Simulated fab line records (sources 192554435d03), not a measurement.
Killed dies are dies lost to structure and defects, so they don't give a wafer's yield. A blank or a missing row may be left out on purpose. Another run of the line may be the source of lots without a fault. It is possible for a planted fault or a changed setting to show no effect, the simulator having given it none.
fab line records / flow n5-finfet
record: lots: 12 wafers: 35 last-day: 18
route steps=1938 shown BEOL_M9@1446 PASSIVATION@1936
lots untouched by any fault: they come from a run of this same line in which no faults occurred
start-h: the number of hours between the record's first day and the start of the first shown wafer of the lot / wait-h: hours since the lot's step before / " the same as in the row above / L1.1+2: one row covering several wafers at once / - value missing, or start not given / * or withheld: withheld / < > ~ a bound
route shown NAME@n: names a module that has steps shown in the file, with the first one's number in the route / usual: mean/standard deviation taken from wafers without a fault / same: alike in all rows / chamber/n: place in a boat / sites: readings site by site / _std_site: the values' standard deviation / _edge_site: inner sites' mean taken away from outer sites' mean / radius-mm: for every site, how far away it sits from the centre of the wafer / mask NAME#n: copy n / behind: the most recent tool/chamber to have shaped the wafer / hold: cause of the lot's hold/its duration in hours/its outcome / device: transistor that didn't switch, given as n, p or np / end of line: the same wafers' tests at the end of the route / a step with no rows: only its recipe / killed: the dies lost at the first sort to structure and to defects; this is not the yield of the wafer / map: shows each die of a wafer: x if killed, . if not, _ if none is there
set.NAME: setting as actually run; set.NAME@STEP: the setting as run at that earlier step / model.NAME: the simulator's own value behind a step, which no gauge read
one table for each step of the route and one row for each wafer, over a sample of lots
services: the hour from which a tool's chamber was out of use, counted from the record's first day as start-h (under 0 if before that day), plus the number of hours and why
== steps ==
step: N5_BEOL_M9_TRENCH_ETCH_37
recipe: chemistry: C4F6/O2 target-depth-a: 1514.3 target: SiCOH_lowk time-s: 49 ion-energy-ev: 250 pressure-mtorr: 30 source-w: 345 bias-w: 185 Ar_flow_sccm: 300 C4F6_flow_sccm: 10 O2_flow_sccm: 10
usual: drypump-motor-current-A: 5.7/0.43 oes-product-au: 0.80/0.096 rf-vpp-V: 666/11 showerhead-plenum-p-Torr: 2.85/0.098 throttle-valve-pct: 20.98/0.2
lot.wafer=L591.1 tool=rie-diel-02 chamber=1 start-h=- wait-h=- drypump-motor-current-A=6.3 oes-product-au=0.98 rf-hours-counter-h=3 rf-vpp-V=657 showerhead-plenum-p-Torr=2.83 throttle-valve-pct=20.78
lot.wafer=L591.4 tool=rie-diel-02 chamber=2 start-h=- wait-h=- drypump-motor-current-A=5.9 oes-product-au=0.76 rf-hours-counter-h=157 rf-vpp-V=669 showerhead-plenum-p-Torr=2.86 throttle-valve-pct=21.28
lot.wafer=L591.6 tool=rie-diel-02 chamber=2 start-h=- wait-h=- drypump-motor-current-A=5.8 oes-product-au=0.76 rf-hours-counter-h=- rf-vpp-V=668 showerhead-plenum-p-Torr=2.86 throttle-valve-pct=21.28
lot.wafer=L593.2 tool=rie-diel-02 chamber=0 start-h=- wait-h=- drypump-motor-current-A=5.7 oes-product-au=0.92 rf-hours-counter-h=15 rf-vpp-V=669 showerhead-plenum-p-Torr=2.90 throttle-valve-pct=20.66
lot.wafer=L593.4 tool=rie-diel-02 chamber=3 start-h=- wait-h=- drypump-motor-current-A=4.9 oes-product-au=0.73 rf-hours-counter-h=222 rf-vpp-V=664 showerhead-plenum-p-Torr=2.69 throttle-valve-pct=21.23
lot.wafer=L593.5 tool=rie-diel-02 chamber=3 start-h=- wait-h=- drypump-motor-current-A=4.9 oes-product-au=0.73 rf-hours-counter-h=- rf-vpp-V=664 showerhead-plenum-p-Torr=2.69 throttle-valve-pct=21.21
lot.wafer=L594.1 tool=rie-diel-04 chamber=3 start-h=- wait-h=- drypump-motor-current-A=6.3 oes-product-au=0.83 rf-hours-counter-h=69 rf-vpp-V=656 showerhead-plenum-p-Torr=3.01 throttle-valve-pct=21.05
lot.wafer=L594.3 tool=rie-diel-04 chamber=0 start-h=- wait-h=- drypump-motor-current-A=5.5 oes-product-au=0.69 rf-hours-counter-h=237 rf-vpp-V=654 showerhead-plenum-p-Torr=2.71 throttle-valve-pct=21.23
lot.wafer=L594.4 tool=rie-diel-04 chamber=0 start-h=- wait-h=- drypump-motor-current-A=5.5 oes-product-au=0.69 rf-hours-counter-h=- rf-vpp-V=655 showerhead-plenum-p-Torr=2.71 throttle-valve-pct=21.23
lot.wafer=L596.2 tool=rie-diel-02 chamber=2 start-h=- wait-h=- drypump-motor-current-A=5.9 oes-product-au=0.74 rf-hours-counter-h=167 rf-vpp-V=671 showerhead-plenum-p-Torr=2.86 throttle-valve-pct=21.29
lot.wafer=L596.3 tool=rie-diel-02 chamber=1 start-h=- wait-h=- drypump-motor-current-A=6.4 oes-product-au=0.93 rf-hours-counter-h=11 rf-vpp-V=658 showerhead-plenum-p-Torr=2.82 throttle-valve-pct=20.78
lot.wafer=L596.6 tool=rie-diel-02 chamber=0 start-h=- wait-h=- drypump-motor-current-A=5.7 oes-product-au=0.91 rf-hours-counter-h=- rf-vpp-V=668 showerhead-plenum-p-Torr=2.90 throttle-valve-pct=20.70
lot.wafer=L598.4 tool=rie-diel-04 chamber=0 start-h=- wait-h=- drypump-motor-current-A=5.5 oes-product-au=0.68 rf-hours-counter-h=242 rf-vpp-V=655 showerhead-plenum-p-Torr=2.71 throttle-valve-pct=21.24
lot.wafer=L598.5 tool=rie-diel-04 chamber=1 start-h=- wait-h=- drypump-motor-current-A=5.2 oes-product-au=0.97 rf-hours-counter-h=- rf-vpp-V=677 showerhead-plenum-p-Torr=2.94 throttle-valve-pct=20.80
lot.wafer=L598.6 tool=rie-diel-04 chamber=0 start-h=- wait-h=- drypump-motor-current-A=5.5 oes-product-au=0.68 rf-hours-counter-h=- rf-vpp-V=655 showerhead-plenum-p-Torr=2.71 throttle-valve-pct=21.21
lot.wafer=L597.3 tool=rie-diel-03 chamber=3 start-h=- wait-h=- drypump-motor-current-A=5.5 oes-product-au=0.69 rf-hours-counter-h=212 rf-vpp-V=655 showerhead-plenum-p-Torr=2.93 throttle-valve-pct=20.95
lot.wafer=L597.5 tool=rie-diel-03 chamber=2 start-h=- wait-h=- drypump-motor-current-A=6.0 oes-product-au=0.75 rf-hours-counter-h=- rf-vpp-V=665 showerhead-plenum-p-Torr=2.71 throttle-valve-pct=20.98
lot.wafer=L597.6 tool=rie-diel-03 chamber=1 start-h=- wait-h=- drypump-motor-current-A=5.7 oes-product-au=0.76 rf-hours-counter-h=- rf-vpp-V=683 showerhead-plenum-p-Torr=2.85 throttle-valve-pct=20.85
lot.wafer=L599.4 tool=rie-diel-03 chamber=0 start-h=- wait-h=- drypump-motor-current-A=5.9 oes-product-au=0.82 rf-hours-counter-h=82 rf-vpp-V=691 showerhead-plenum-p-Torr=2.77 throttle-valve-pct=20.77
lot.wafer=L599.5 tool=rie-diel-03 chamber=3 start-h=- wait-h=- drypump-motor-current-A=5.5 oes-product-au=0.68 rf-hours-counter-h=- rf-vpp-V=654 showerhead-plenum-p-Torr=2.93 throttle-valve-pct=20.95
lot.wafer=L599.6 tool=rie-diel-03 chamber=2 start-h=- wait-h=- drypump-motor-current-A=6.0 oes-product-au=0.74 rf-hours-counter-h=- rf-vpp-V=665 showerhead-plenum-p-Torr=2.71 throttle-valve-pct=20.99
lot.wafer=L602.1 tool=rie-diel-04 chamber=2 start-h=- wait-h=- drypump-motor-current-A=5.8 oes-product-au=0.71 rf-hours-counter-h=199 rf-vpp-V=651 showerhead-plenum-p-Torr=2.83 throttle-valve-pct=21.02
lot.wafer=L602.3 tool=rie-diel-04 chamber=1 start-h=- wait-h=- drypump-motor-current-A=5.2 oes-product-au=0.93 rf-hours-counter-h=12 rf-vpp-V=676 showerhead-plenum-p-Torr=2.93 throttle-valve-pct=20.80
lot.wafer=L602.5 tool=rie-diel-04 chamber=2 start-h=- wait-h=- drypump-motor-current-A=5.8 oes-product-au=0.70 rf-hours-counter-h=- rf-vpp-V=651 showerhead-plenum-p-Torr=2.83 throttle-valve-pct=21.03
lot.wafer=L605.4 tool=rie-diel-02 chamber=1 start-h=- wait-h=- drypump-motor-current-A=6.4 oes-product-au=0.91 rf-hours-counter-h=- rf-vpp-V=658 showerhead-plenum-p-Torr=2.82 throttle-valve-pct=20.82
lot.wafer=L605.6 tool=rie-diel-02 chamber=2 start-h=- wait-h=- drypump-motor-current-A=5.9 oes-product-au=0.74 rf-hours-counter-h=- rf-vpp-V=669 showerhead-plenum-p-Torr=2.85 throttle-valve-pct=21.32
lot.wafer=L609.2 tool=rie-diel-04 chamber=1 start-h=- wait-h=- drypump-motor-current-A=5.2 oes-product-au=0.89 rf-hours-counter-h=23 rf-vpp-V=675 showerhead-plenum-p-Torr=2.93 throttle-valve-pct=20.82
lot.wafer=L609.3 tool=rie-diel-04 chamber=2 start-h=- wait-h=- drypump-motor-current-A=5.8 oes-product-au=0.70 rf-hours-counter-h=211 rf-vpp-V=650 showerhead-plenum-p-Torr=2.83 throttle-valve-pct=21.04
lot.wafer=L609.5 tool=rie-diel-04 chamber=3 start-h=- wait-h=- drypump-motor-current-A=6.3 oes-product-au=0.79 rf-hours-counter-h=- rf-vpp-V=655 showerhead-plenum-p-Torr=3.00 throttle-valve-pct=21.07
lot.wafer=L612.1 tool=rie-diel-03 chamber=1 start-h=- wait-h=- drypump-motor-current-A=5.7 oes-product-au=0.74 rf-hours-counter-h=199 rf-vpp-V=682 showerhead-plenum-p-Torr=2.84 throttle-valve-pct=20.89
lot.wafer=L612.2 tool=rie-diel-03 chamber=2 start-h=- wait-h=- drypump-motor-current-A=6.0 oes-product-au=0.72 rf-hours-counter-h=223 rf-vpp-V=665 showerhead-plenum-p-Torr=2.70 throttle-valve-pct=21.04
lot.wafer=L612.5 tool=rie-diel-03 chamber=1 start-h=- wait-h=- drypump-motor-current-A=5.7 oes-product-au=0.73 rf-hours-counter-h=- rf-vpp-V=682 showerhead-plenum-p-Torr=2.84 throttle-valve-pct=20.89
lot.wafer=L613.2 tool=rie-diel-02 chamber=0 start-h=- wait-h=- drypump-motor-current-A=5.7 oes-product-au=0.86 rf-hours-counter-h=54 rf-vpp-V=669 showerhead-plenum-p-Torr=2.88 throttle-valve-pct=20.73
lot.wafer=L613.3 tool=rie-diel-02 chamber=1 start-h=- wait-h=- drypump-motor-current-A=6.4 oes-product-au=0.87 rf-hours-counter-h=47 rf-vpp-V=656 showerhead-plenum-p-Torr=2.81 throttle-valve-pct=20.84
lot.wafer=L613.5 tool=rie-diel-02 chamber=0 start-h=- wait-h=- drypump-motor-current-A=5.7 oes-product-au=0.86 rf-hours-counter-h=- rf-vpp-V=669 showerhead-plenum-p-Torr=2.88 throttle-valve-pct=20.73
step: N5_BEOL_M9_DEGAS_44
recipe: ambient: vacuum temp-c: 250 time-s: 60
usual: heater-power-w: 340/28
lot.wafer=L591.1 tool=pvd-sputter-03 chamber=- start-h=232.42 wait-h=0.5 heater-power-w=341
lot.wafer=L591.4 tool=pvd-sputter-03 chamber=- start-h=232.42 wait-h=0.5 heater-power-w=366
lot.wafer=L591.6 tool=pvd-sputter-03 chamber=- start-h=232.42 wait-h=0.5 heater-power-w=316
lot.wafer=L593.2 tool=pvd-sputter-03 chamber=- start-h=242.30 wait-h=0.3 heater-power-w=369
lot.wafer=L593.4 tool=pvd-sputter-03 chamber=- start-h=242.30 wait-h=0.3 heater-power-w=330
lot.wafer=L593.5 tool=pvd-sputter-03 chamber=- start-h=242.30 wait-h=0.3 heater-power-w=335
lot.wafer=L594.1 tool=pvd-sputter-02 chamber=- start-h=247.06 wait-h=0.3 heater-power-w=297
lot.wafer=L594.3 tool=pvd-sputter-02 chamber=- start-h=247.06 wait-h=0.3 heater-power-w=357
lot.wafer=L594.4 tool=pvd-sputter-02 chamber=- start-h=247.06 wait-h=0.3 heater-power-w=342
lot.wafer=L596.2 tool=pvd-sputter-02 chamber=- start-h=267.12 wait-h=0.3 heater-power-w=382
lot.wafer=L596.3 tool=pvd-sputter-02 chamber=- start-h=267.12 wait-h=0.3 heater-power-w=303
lot.wafer=L596.6 tool=pvd-sputter-02 chamber=- start-h=267.12 wait-h=0.3 heater-power-w=395
lot.wafer=L598.4 tool=pvd-sputter-01 chamber=- start-h=268.02 wait-h=0.5 heater-power-w=368
lot.wafer=L598.5 tool=pvd-sputter-01 chamber=- start-h=268.02 wait-h=0.5 heater-power-w=304
lot.wafer=L598.6 tool=pvd-sputter-01 chamber=- start-h=268.02 wait-h=0.5 heater-power-w=308
lot.wafer=L597.3 tool=pvd-sputter-01 chamber=- start-h=275.16 wait-h=0.3 heater-power-w=298
lot.wafer=L597.5 tool=pvd-sputter-01 chamber=- start-h=275.16 wait-h=0.3 heater-power-w=306
lot.wafer=L597.6 tool=pvd-sputter-01 chamber=- start-h=275.16 wait-h=0.3 heater-power-w=354
lot.wafer=L599.4 tool=pvd-sputter-01 chamber=- start-h=283.30 wait-h=0.2 heater-power-w=315
lot.wafer=L599.5 tool=pvd-sputter-01 chamber=- start-h=283.30 wait-h=0.2 heater-power-w=310
lot.wafer=L599.6 tool=pvd-sputter-01 chamber=- start-h=283.30 wait-h=0.2 heater-power-w=302
lot.wafer=L602.1 tool=pvd-sputter-02 chamber=- start-h=295.77 wait-h=0.3 heater-power-w=298
lot.wafer=L602.3 tool=pvd-sputter-02 chamber=- start-h=295.77 wait-h=0.3 heater-power-w=352
lot.wafer=L602.5 tool=pvd-sputter-02 chamber=- start-h=295.77 wait-h=0.3 heater-power-w=347
lot.wafer=L605.4 tool=pvd-sputter-02 chamber=- start-h=307.69 wait-h=0.2 heater-power-w=370
lot.wafer=L605.6 tool=pvd-sputter-02 chamber=- start-h=307.69 wait-h=0.2 heater-power-w=308
lot.wafer=L609.2 tool=pvd-sputter-01 chamber=- start-h=329.32 wait-h=0.4 heater-power-w=362
lot.wafer=L609.3 tool=pvd-sputter-01 chamber=- start-h=329.32 wait-h=0.4 heater-power-w=302
lot.wafer=L609.5 tool=pvd-sputter-01 chamber=- start-h=329.32 wait-h=0.4 heater-power-w=318
lot.wafer=L612.1 tool=pvd-sputter-02 chamber=- start-h=373.95 wait-h=0.4 heater-power-w=353
lot.wafer=L612.2 tool=pvd-sputter-02 chamber=- start-h=373.95 wait-h=0.4 heater-power-w=391
lot.wafer=L612.5 tool=pvd-sputter-02 chamber=- start-h=373.95 wait-h=0.4 heater-power-w=304
lot.wafer=L613.2 tool=pvd-sputter-01 chamber=- start-h=374.60 wait-h=0.2 heater-power-w=295
lot.wafer=L613.3 tool=pvd-sputter-01 chamber=- start-h=374.60 wait-h=0.2 heater-power-w=315
lot.wafer=L613.5 tool=pvd-sputter-01 chamber=- start-h=374.60 wait-h=0.2 heater-power-w=358
step: N5_BEOL_M9_CVD_78
recipe: material: Co target-thk-a: 20 temp-c: withheld precursor: CCTBA/H2 pressure-torr: 30 time-s: 138.9
usual: run-length-s: 161.5/0.7
lot.wafer=L591.1 tool=cvd-co-01 chamber=2 start-h=232.96 wait-h=0.0 run-length-s=162.3
lot.wafer=L591.4 tool=cvd-co-01 chamber=2 start-h=232.96 wait-h=0.0 run-length-s=162.2
lot.wafer=L591.6 tool=cvd-co-01 chamber=0 start-h=232.96 wait-h=0.0 run-length-s=162.0
lot.wafer=L593.2 tool=cvd-co-01 chamber=0 start-h=242.80 wait-h=0.0 run-length-s=161.5
lot.wafer=L593.4 tool=cvd-co-01 chamber=0 start-h=242.80 wait-h=0.0 run-length-s=161.1
lot.wafer=L593.5 tool=cvd-co-01 chamber=2 start-h=242.80 wait-h=0.0 run-length-s=162.5
lot.wafer=L594.1 tool=cvd-co-01 chamber=1 start-h=249.04 wait-h=0.1 run-length-s=162.0
lot.wafer=L594.3 tool=cvd-co-01 chamber=2 start-h=249.04 wait-h=0.1 run-length-s=162.2
lot.wafer=L594.4 tool=cvd-co-01 chamber=0 start-h=249.04 wait-h=0.1 run-length-s=161.3
lot.wafer=L596.2 tool=cvd-co-01 chamber=0 start-h=267.67 wait-h=0.1 run-length-s=161.3
lot.wafer=L596.3 tool=cvd-co-01 chamber=1 start-h=267.67 wait-h=0.1 run-length-s=161.8
lot.wafer=L596.6 tool=cvd-co-01 chamber=0 start-h=267.67 wait-h=0.1 run-length-s=161.5
lot.wafer=L598.4 tool=cvd-co-01 chamber=2 start-h=268.52 wait-h=0.1 run-length-s=162.1
lot.wafer=L598.5 tool=cvd-co-01 chamber=0 start-h=268.52 wait-h=0.1 run-length-s=161.6
lot.wafer=L598.6 tool=cvd-co-01 chamber=1 start-h=268.52 wait-h=0.1 run-length-s=161.6
lot.wafer=L597.3 tool=cvd-co-01 chamber=2 start-h=275.75 wait-h=0.1 run-length-s=162.7
lot.wafer=L597.5 tool=cvd-co-01 chamber=0 start-h=275.75 wait-h=0.1 run-length-s=161.5
lot.wafer=L597.6 tool=cvd-co-01 chamber=2 start-h=275.75 wait-h=0.1 run-length-s=162.9
lot.wafer=L599.4 tool=cvd-co-02 chamber=0 start-h=283.83 wait-h=0.1 run-length-s=160.8
lot.wafer=L599.5 tool=cvd-co-02 chamber=2 start-h=283.83 wait-h=0.1 run-length-s=161.4
lot.wafer=L599.6 tool=cvd-co-02 chamber=1 start-h=283.83 wait-h=0.1 run-length-s=160.8
lot.wafer=L602.1 tool=cvd-co-01 chamber=1 start-h=296.29 wait-h=0.1 run-length-s=121.3
lot.wafer=L602.3 tool=cvd-co-01 chamber=2 start-h=296.29 wait-h=0.1 run-length-s=162.3
lot.wafer=L602.5 tool=cvd-co-01 chamber=2 start-h=296.29 wait-h=0.1 run-length-s=162.6
lot.wafer=L605.4 tool=cvd-co-01 chamber=0 start-h=308.28 wait-h=0.1 run-length-s=162.2
lot.wafer=L605.6 tool=cvd-co-01 chamber=1 start-h=308.28 wait-h=0.1 run-length-s=121.7
lot.wafer=L609.2 tool=cvd-co-02 chamber=2 start-h=330.02 wait-h=0.3 run-length-s=160.7
lot.wafer=L609.3 tool=cvd-co-02 chamber=1 start-h=330.02 wait-h=0.3 run-length-s=161.3
lot.wafer=L609.5 tool=cvd-co-02 chamber=1 start-h=330.02 wait-h=0.3 run-length-s=160.6
lot.wafer=L612.1 tool=cvd-co-01 chamber=0 start-h=374.55 wait-h=0.2 run-length-s=161.1
lot.wafer=L612.2 tool=cvd-co-01 chamber=2 start-h=374.55 wait-h=0.2 run-length-s=163.0
lot.wafer=L612.5 tool=cvd-co-01 chamber=2 start-h=374.55 wait-h=0.2 run-length-s=162.5
lot.wafer=L613.2 tool=cvd-co-01 chamber=2 start-h=375.40 wait-h=0.1 run-length-s=162.5
lot.wafer=L613.3 tool=cvd-co-01 chamber=0 start-h=375.40 wait-h=0.1 run-length-s=161.6
lot.wafer=L613.5 tool=cvd-co-01 chamber=2 start-h=375.40 wait-h=0.1 run-length-s=162.4
step: N5_BEOL_M9_RS_MEAS_57
recipe: thk-meas-gauge: four-point-probe reads: Cu_of_BEOL_M9_ECD_50+Co_of_BEOL_M9_CVD_78+TaN_of_BEOL_M9_ALD_74
usual: M9_RS: 0.1519/0.0029
lot.wafer=L591.1 tool=film-metro-01 chamber=- start-h=234.17 wait-h=0.1 M9_RS[ohm/sq]=0.1487
lot.wafer=L591.4 tool=film-metro-01 chamber=- start-h=234.17 wait-h=0.1 M9_RS[ohm/sq]=0.1513
lot.wafer=L591.6 tool=film-metro-01 chamber=- start-h=234.17 wait-h=0.1 M9_RS[ohm/sq]=0.1512
lot.wafer=L593.2 tool=film-metro-02 chamber=- start-h=244.19 wait-h=0.1 M9_RS[ohm/sq]=0.1544
lot.wafer=L593.4 tool=film-metro-02 chamber=- start-h=244.19 wait-h=0.1 M9_RS[ohm/sq]=0.1441
lot.wafer=L593.5 tool=film-metro-02 chamber=- start-h=244.19 wait-h=0.1 M9_RS[ohm/sq]=0.1450
lot.wafer=L594.1 tool=film-metro-01 chamber=- start-h=250.65 wait-h=0.1 M9_RS[ohm/sq]=0.1540
lot.wafer=L594.3 tool=film-metro-01 chamber=- start-h=250.65 wait-h=0.1 M9_RS[ohm/sq]=0.1552
lot.wafer=L594.4 tool=film-metro-01 chamber=- start-h=250.65 wait-h=0.1 M9_RS[ohm/sq]=0.1575
lot.wafer=L596.2 tool=film-metro-01 chamber=- start-h=269.42 wait-h=0.1 M9_RS[ohm/sq]=0.1503
lot.wafer=L596.3 tool=film-metro-01 chamber=- start-h=269.42 wait-h=0.1 M9_RS[ohm/sq]=0.1479
lot.wafer=L596.6 tool=film-metro-01 chamber=- start-h=269.42 wait-h=0.1 M9_RS[ohm/sq]=0.1521
lot.wafer=L598.4 tool=film-metro-01 chamber=- start-h=270.37 wait-h=0.1 M9_RS[ohm/sq]=0.1555
lot.wafer=L598.5 tool=film-metro-01 chamber=- start-h=270.37 wait-h=0.1 M9_RS[ohm/sq]=0.1524
lot.wafer=L598.6 tool=film-metro-01 chamber=- start-h=270.37 wait-h=0.1 M9_RS[ohm/sq]=0.1571
lot.wafer=L597.3 tool=film-metro-02 chamber=- start-h=276.95 wait-h=0.1 M9_RS[ohm/sq]=0.1516
lot.wafer=L597.5 tool=film-metro-02 chamber=- start-h=276.95 wait-h=0.1 M9_RS[ohm/sq]=0.1518
lot.wafer=L597.6 tool=film-metro-02 chamber=- start-h=276.95 wait-h=0.1 M9_RS[ohm/sq]=0.1500
lot.wafer=L599.4 tool=film-metro-02 chamber=- start-h=286.53 wait-h=0.0 M9_RS[ohm/sq]=0.1525
lot.wafer=L599.5 tool=film-metro-02 chamber=- start-h=286.53 wait-h=0.0 M9_RS[ohm/sq]=0.1531
lot.wafer=L599.6 tool=film-metro-02 chamber=- start-h=286.53 wait-h=0.0 M9_RS[ohm/sq]=0.1526
lot.wafer=L602.1 tool=film-metro-01 chamber=- start-h=297.38 wait-h=0.1 M9_RS[ohm/sq]=0.1540
lot.wafer=L602.3 tool=film-metro-01 chamber=- start-h=297.38 wait-h=0.1 M9_RS[ohm/sq]=0.1524
lot.wafer=L602.5 tool=film-metro-01 chamber=- start-h=297.38 wait-h=0.1 M9_RS[ohm/sq]=0.1533
lot.wafer=L605.4 tool=film-metro-01 chamber=- start-h=309.40 wait-h=0.0 M9_RS[ohm/sq]=0.1506
lot.wafer=L605.6 tool=film-metro-01 chamber=- start-h=309.40 wait-h=0.0 M9_RS[ohm/sq]=0.1517
lot.wafer=L609.2 tool=film-metro-02 chamber=- start-h=331.88 wait-h=0.1 M9_RS[ohm/sq]=0.1556
lot.wafer=L609.3 tool=film-metro-02 chamber=- start-h=331.88 wait-h=0.1 M9_RS[ohm/sq]=0.1555
lot.wafer=L609.5 tool=film-metro-02 chamber=- start-h=331.88 wait-h=0.1 M9_RS[ohm/sq]=0.1574
lot.wafer=L612.1 tool=film-metro-01 chamber=- start-h=376.07 wait-h=0.1 M9_RS[ohm/sq]=0.1489
lot.wafer=L612.2 tool=film-metro-01 chamber=- start-h=376.07 wait-h=0.1 M9_RS[ohm/sq]=0.1510
lot.wafer=L612.5 tool=film-metro-01 chamber=- start-h=376.07 wait-h=0.1 M9_RS[ohm/sq]=0.1472
lot.wafer=L613.2 tool=film-metro-02 chamber=- start-h=377.85 wait-h=0.1 M9_RS[ohm/sq]=0.1528
lot.wafer=L613.3 tool=film-metro-02 chamber=- start-h=377.85 wait-h=0.1 M9_RS[ohm/sq]=0.1520
lot.wafer=L613.5 tool=film-metro-02 chamber=- start-h=377.85 wait-h=0.1 M9_RS[ohm/sq]=0.1518
step: N5_PASSIVATION_PROBE_49
usual: defect-limited-yield: 91.2/1.4 killed_at_M0_to_M3: 35/11 killed_at_M4_up: 14/5.6 killed-at-contacts: 12/5.6 killed-at-front-end: 38/11 killed-at-other: 4/3.4 killed-dies: 103/17 killed-open: 68/12 killed-short: 33/8.8 sort_bin_4_leakage: 0.00/0.007 sort_bin_5_function: 5.1/0.89 sort_bin_6_memory: 3.3/0.71 sort-n-pass: 1077/17 sort-yield-pct: 91.2/1.4
same: gross-dies: 1180 killed-at-back-side: 0 sort_bin_8_speed[%]: 0
lot.wafer=L609.2 tool=prober-01 chamber=- start-h=395.77 wait-h=0.1 defect-limited-yield[%]=91.0 killed_at_M0_to_M3=46 killed_at_M4_up=10 killed-at-contacts=6 killed-at-front-end=42 killed-at-other=2 killed-dies=106 killed-open=62 killed-short=42 sort_bin_4_leakage[%]=0 sort_bin_5_function[%]=4.8 sort_bin_6_memory[%]=3.6 sort-n-pass=1074 sort-yield-pct[%]=91.0
lot.wafer=L609.3 tool=prober-01 chamber=- start-h=395.82 wait-h=0.1 defect-limited-yield[%]=91.2 killed_at_M0_to_M3=28 killed_at_M4_up=15 killed-at-contacts=13 killed-at-front-end=48 killed-at-other=0 killed-dies=104 killed-open=69 killed-short=33 sort_bin_4_leakage[%]=0 sort_bin_5_function[%]=5.3 sort_bin_6_memory[%]=3.1 sort-n-pass=1076 sort-yield-pct[%]=91.2
lot.wafer=L609.5 tool=prober-01 chamber=- start-h=395.92 wait-h=0.2 defect-limited-yield[%]=94.3 killed_at_M0_to_M3=12 killed_at_M4_up=8 killed-at-contacts=17 killed-at-front-end=28 killed-at-other=2 killed-dies=67 killed-open=46 killed-short=21 sort_bin_4_leakage[%]=0 sort_bin_5_function[%]=3.6 sort_bin_6_memory[%]=1.9 sort-n-pass=1113 sort-yield-pct[%]=94.3
killed by level:class
L609.2 STI_FIN_REVEAL:geometric-particle:open=16 BEOL_M0_SAQP:geometric-particle:open=14 BEOL_M0_SAQP:geometric-particle:short=11 BEOL_M3:geometric-particle:open=9 FIN_SAQP:geometric-particle:short=8 GATE_CUT:geometric-particle:short=5 BEOL_M4:geometric-particle:open=5 MOL_CONTACT_COAG:geometric-particle:open=4
L609.3 STI_FIN_REVEAL:geometric-particle:open=13 MOL_CONTACT_COAG:geometric-particle:open=10 FIN_SAQP:geometric-particle:open=8 BEOL_M4:geometric-particle:open=7 BEOL_M1:geometric-particle:open=6 BEOL_M0_SAQP:geometric-particle:open=5 GATE_CUT:geometric-particle:open=5 DUMMY_GATE:geometric-particle:open=4
L609.5 MOL_CONTACT_COAG:geometric-particle:open=14 STI_FIN_REVEAL:geometric-particle:open=7 FIN_SAQP:geometric-particle:open=6 FIN_SAQP:geometric-particle:short=4 MOL_CONTACT_COAG:geometric-particle:short=3 BEOL_M1:geometric-particle:short=3 BEOL_M5:geometric-particle:open=3 STI_FIN_REVEAL:geometric-particle:short=2
== services ==
tool=rie-diel-04 chamber=1 start-h=225.88 hours=- kind=clean
tool=rie-diel-04 chamber=1 start-h=225.88 hours=- kind=consumable-replace:focus-ring
tool=rie-diel-04 chamber=1 start-h=225.88 hours=31.8 kind=scheduled-down
tool=rie-diel-04 chamber=1 start-h=225.88 hours=31.8 kind=vent-cycle
tool=rie-diel-02 chamber=1 start-h=257.11 hours=6.0 kind=repair
tool=cvd-co-02 chamber=- start-h=265.01 hours=0.8 kind=repair
tool=cvd-co-01 chamber=0 start-h=277.40 hours=5.5 kind=repair
tool=rie-diel-04 chamber=0 start-h=284.54 hours=18.3 kind=repair
tool=rie-diel-02 chamber=3 start-h=293.80 hours=6.4 kind=repair
tool=rie-diel-04 chamber=0 start-h=307.97 hours=- kind=clean
tool=pvd-sputter-02 chamber=- start-h=310.46 hours=4.5 kind=repair
tool=rie-diel-03 chamber=0 start-h=318.87 hours=4.7 kind=repair
tool=pvd-sputter-02 chamber=- start-h=324.98 hours=1.7 kind=repair
tool=rie-diel-02 chamber=3 start-h=325.04 hours=- kind=clean
tool=rie-diel-02 chamber=3 start-h=325.04 hours=- kind=consumable-replace:focus-ring
tool=rie-diel-02 chamber=3 start-h=325.04 hours=- kind=consumable-replace:showerhead
tool=rie-diel-02 chamber=3 start-h=325.04 hours=14.1 kind=scheduled-down
tool=rie-diel-02 chamber=3 start-h=325.04 hours=14.1 kind=vent-cycle
tool=rie-diel-03 chamber=0 start-h=325.59 hours=3.4 kind=repair
tool=pvd-sputter-03 chamber=- start-h=330.58 hours=2.5 kind=repair
tool=pvd-sputter-03 chamber=- start-h=333.25 hours=7.2 kind=repair
tool=pvd-sputter-02 chamber=- start-h=343.85 hours=3.3 kind=repair
tool=rie-diel-04 chamber=1 start-h=350.14 hours=7.9 kind=repair
tool=cvd-co-01 chamber=1 start-h=365.86 hours=10.9 kind=repair
== key ==
first-sign: step: N5_BEOL_M9_CVD_78 reading: run-length-s direction: down sigmas: 57 usual: * struck: *
effect none on later readings
met-at N5_BEOL_M9_CVD_78
struck-lots L602,L605
struck-wafers L602.1,L605.6
not-acting-at N5_BEOL_M9_TRENCH_ETCH_37,N5_BEOL_M9_DEGAS_44,N5_BEOL_M9_RS_MEAS_57
onset-between 275.75 296.29
fault: kind: process-parameter-drift tool: cvd-co-01 chamber: - onset-h: 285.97 steps: N5_BEOL_M9_CVD_78 channel: time-s offset: * shape: step end-h: 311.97 scope: struck-wafers-only acts-in: * stated: *
